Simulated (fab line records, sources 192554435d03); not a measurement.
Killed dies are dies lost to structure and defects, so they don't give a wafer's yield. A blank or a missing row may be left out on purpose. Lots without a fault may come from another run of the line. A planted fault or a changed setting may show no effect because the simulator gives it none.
Split-lot experiment | flow n5_finfet | 7 lots, 21 wafers read, on a route of 1938 steps

THE SPLIT
At N5_BEOL_M13_EXPOSE_25 (exposes mask M13, target cd 210 nm), the setting dose_mj was moved away from the recipe's 22 on 5 of the 21 wafers read, by -6.3% to +6.1%. The other wafers ran this setting at the recipe's value.

FROM THE SPLIT TO THE READING: what the file shows between them, 3 steps
- N5_BEOL_M13_PEB_26: peb time 90 s
- N5_BEOL_M13_DEVELOP_27: develop time 45 s
- N5_BEOL_M13_HARDBAKE_32: time 120 s

THE READING
cd_nm, in nm, at N5_BEOL_M13_CD_MEAS_28 (target cd 209.5 nm). Fault-free wafers of this fab line usually give 209.8 nm, standard deviation 0.9 nm.

wafer  | tool, chamber at the split | dose_mj as run | against the recipe | cd_nm, nm | against lot-mates on the recipe
L075.4 | krf_scanner-02, 0          | 23.35          | +6.1%              | 214.5     | +6.1
L075.5 | krf_scanner-02, 0          | 22             | recipe             | 208.8     | -
L075.6 | krf_scanner-02, 0          | 22             | recipe             | 207.9     | -
L079.2 | krf_scanner-01, 0          | 22             | recipe             | 209.1     | -
L079.3 | krf_scanner-01, 0          | 21.32          | -3.1%              | 206.3     | -3.2
L079.4 | krf_scanner-01, 0          | 22             | recipe             | 209.9     | -
L082.1 | krf_scanner-02, 0          | 20.62          | -6.3%              | 204.3     | -5.4
L082.3 | krf_scanner-02, 0          | 22             | recipe             | 209.7     | -
L082.4 | krf_scanner-02, 0          | 22             | recipe             | 209.7     | -
L083.3 | krf_scanner-01, 0          | 22             | recipe             | 209.9     | -
L083.5 | krf_scanner-01, 0          | 20.72          | -5.8%              | 202.1     | -7.1
L083.6 | krf_scanner-01, 0          | 22             | recipe             | 208.4     | -
L086.1 | krf_scanner-02, 0          | 22             | recipe             | 210.5     | -
L086.3 | krf_scanner-02, 0          | 22             | recipe             | 211.1     | -
L086.5 | krf_scanner-02, 0          | 22             | recipe             | 210.4     | -
L092.1 | krf_scanner-02, 0          | 22             | recipe             | 210.3     | -
L092.3 | krf_scanner-02, 0          | 23.29          | +5.9%              | 216.4     | +6.0
L092.4 | krf_scanner-02, 0          | 22             | recipe             | 210.4     | -
L094.1 | krf_scanner-02, 0          | 22             | recipe             | 210.6     | -
L094.4 | krf_scanner-02, 0          | 22             | recipe             | 211.4     | -
L094.6 | krf_scanner-02, 0          | 22             | recipe             | 210.6     | -

THE FIT
A straight line over all 21 wafers: cd_nm changes by +1.02 nm for each +1% of dose_mj; r = +0.94; the points scatter about the line by 1 nm.
The same after taking each lot's own level away (the mean of its wafers on the recipe; 21 wafers): +1.02 nm for each +1%; r = +0.99; scatter 0.5 nm.
On that fit, the largest move of dose_mj shifts the reading by 6.4 nm.
The lots' own levels span 208.35 to 210.87 nm, that is 2.8 times the standard deviation above.
So the lot-to-lot level changes the slope little: the two slopes agree.
Check: with one of the wafers moved furthest among these (-6.3%) left out of the fit, the line predicts -6.82 nm for it against its lot-mates. It came out at -5.4 nm against them.

THE WHOLE CHAIN: every reading that the file lists as answering this split, in the file's order
step                   | what it does                    | reading                                                         | change (the file's fit)              | r (the file's)
N5_BEOL_M13_CD_MEAS_28 | target cd 209.5 nm              | cd_nm                                                           | +1.02 nm for each +1% of the setting | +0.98
N5_BEOL_M13_DESCUM_33  | chemistry O2, time 7.9 s        | BEOL_M13.cd_nm (the simulator's own value, which no gauge read) | +1.02 nm for each +1% of the setting | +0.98
N5_BEOL_M13_ETCH_68    | etches SOC in N2/H2, time 355 s | BEOL_M13.cd_nm (the simulator's own value, which no gauge read) | +1.09 nm for each +1% of the setting | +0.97

THE FILE'S OWN FIT
cd_nm changes by +1.02 nm for each +1% of dose_mj, r = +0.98.
